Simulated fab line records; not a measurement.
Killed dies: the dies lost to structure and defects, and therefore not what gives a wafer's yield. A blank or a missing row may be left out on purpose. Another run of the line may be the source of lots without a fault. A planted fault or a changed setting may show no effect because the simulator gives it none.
Lot-split experiment | flow n5 finfet | route with 1938 steps; 7 lots, 21 wafers read

SPLIT DETAILS
At N5_BEOL_M8_ETCH_65 (etches SiARC in CF4, target depth 15.6 nm, time 26 s), the setting source w was moved away from the recipe's 545 W on 7 of the 21 wafers read, by -12.4% to +11.0%. All remaining wafers had this setting at the recipe value.

The reading is taken at the split's own step.

THE READING
rf vpp V, in V, at N5_BEOL_M8_ETCH_65 (etches SiARC in CF4, target depth 15.6 nm, time 26 s). On this fab line, fault-free wafers typically give 184.1 V with a standard deviation of 1.3 V.

wafer  | tool, chamber at the split | source w as run, W | against the recipe | rf vpp V, V | against lot-mates on the recipe
L075.1 | rie diel-04, 0             | 545                | recipe             | 183.6       | -
L075.3 | rie diel-04, 3             | 545                | recipe             | 183.5       | -
L075.6 | rie diel-04, 0             | 545                | recipe             | 185.6       | -
L079.2 | rie diel-04, 2             | 545                | recipe             | 182.0       | -
L079.3 | rie diel-04, 3             | 545                | recipe             | 184.4       | -
L079.5 | rie diel-04, 2             | 545                | recipe             | 183.4       | -
L082.1 | rie diel-02, 3             | 605                | +11.0%             | 178.4       | -4.5
L082.2 | rie diel-02, 1             | 545                | recipe             | 183.2       | -
L082.5 | rie diel-02, 1             | 545                | recipe             | 182.6       | -
L083.2 | rie diel-01, 3             | 515.6              | -5.4%              | 189.5       | +5.7
L083.3 | rie diel-01, 2             | 515.6              | -5.4%              | 189.2       | +5.4
L083.4 | rie diel-01, 0             | 545                | recipe             | 183.8       | -
L086.2 | rie diel-02, 2             | 545                | recipe             | 184.2       | -
L086.5 | rie diel-02, 0             | 482.9              | -11.4%             | 193.2       | +9.0
L086.6 | rie diel-02, 1             | 482.9              | -11.4%             | 191.3       | +7.1
L092.2 | rie diel-01, 3             | 545                | recipe             | 185.7       | -
L092.5 | rie diel-01, 1             | 545                | recipe             | 183.4       | -
L092.6 | rie diel-01, 2             | 545                | recipe             | 185.9       | -
L097.2 | rie diel-04, 3             | 477.4              | -12.4%             | 192.6       | +8.4
L097.4 | rie diel-04, 2             | 477.4              | -12.4%             | 192.4       | +8.2
L097.5 | rie diel-04, 3             | 545                | recipe             | 184.2       | -

THE FIT
A straight line over all 21 wafers: rf vpp V changes by -0.676 V for each +1% of source w; r = -0.96; the points scatter about the line by 1.2 V.
The same after taking each lot's own level away (the mean of its wafers on the recipe; 21 wafers): -0.641 V for each +1%; r = -0.96; scatter 1.1 V.
Per that fit: largest source w move, reading shift of 7.9 V.
Across the lots, their own levels run from 182.90 to 185.00 V, a range of 1.6 times the standard deviation given above.
So the lot-to-lot level changes the slope little: the two slopes agree.
Check: for one of the wafers moved furthest among these (-12.4%), held out of the fit, the line's prediction against its lot-mates is +8.37 V. Against them it came out at +8.4 V.
Tool readings at the split's step, against how far the setting was moved: etch rf on time s r = -0.97; rf vpp V r = -0.96.

OTHER SPLITS ON THESE WAFERS
Other splits were also applied to these wafers ahead of the reading. Each is held against what the fit with the lots' levels taken away leaves over:
other split on the same wafers | wafers away from the commonest value | r with rf vpp V (lot level and that fit taken away)
N5_BEOL_M4_EXPOSE_25 dose mj   | 8                                    | -0.40
N5_BEOL_M4_SPUTTER_48 time s   | 5                                    | +0.09
N5_BEOL_M5_ETCH_68 bias w      | 6                                    | -0.24
N5_BEOL_M6_ETCH_62 time s      | 9                                    | -0.55
N5_BEOL_M6_COAT_22 spin rpm    | 3                                    | -0.06
N5_BEOL_M8_COAT_22 spin rpm    | 8                                    | -0.03

THE WHOLE CHAIN: every reading that the file lists as answering this split, in the file's order
step               | what it does                                         | reading           | change (the file's fit)              | r (the file's)
N5_BEOL_M8_ETCH_65 | etches SiARC in CF4, target depth 15.6 nm, time 26 s | etch rf on time s | withheld for each +1% of the setting | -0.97
N5_BEOL_M8_ETCH_65 | etches SiARC in CF4, target depth 15.6 nm, time 26 s | rf vpp V          | -0.629 V for each +1% of the setting | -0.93

FILE'S OWN FIT
rf vpp V changes by -0.629 V for each +1% of source w, r = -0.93.
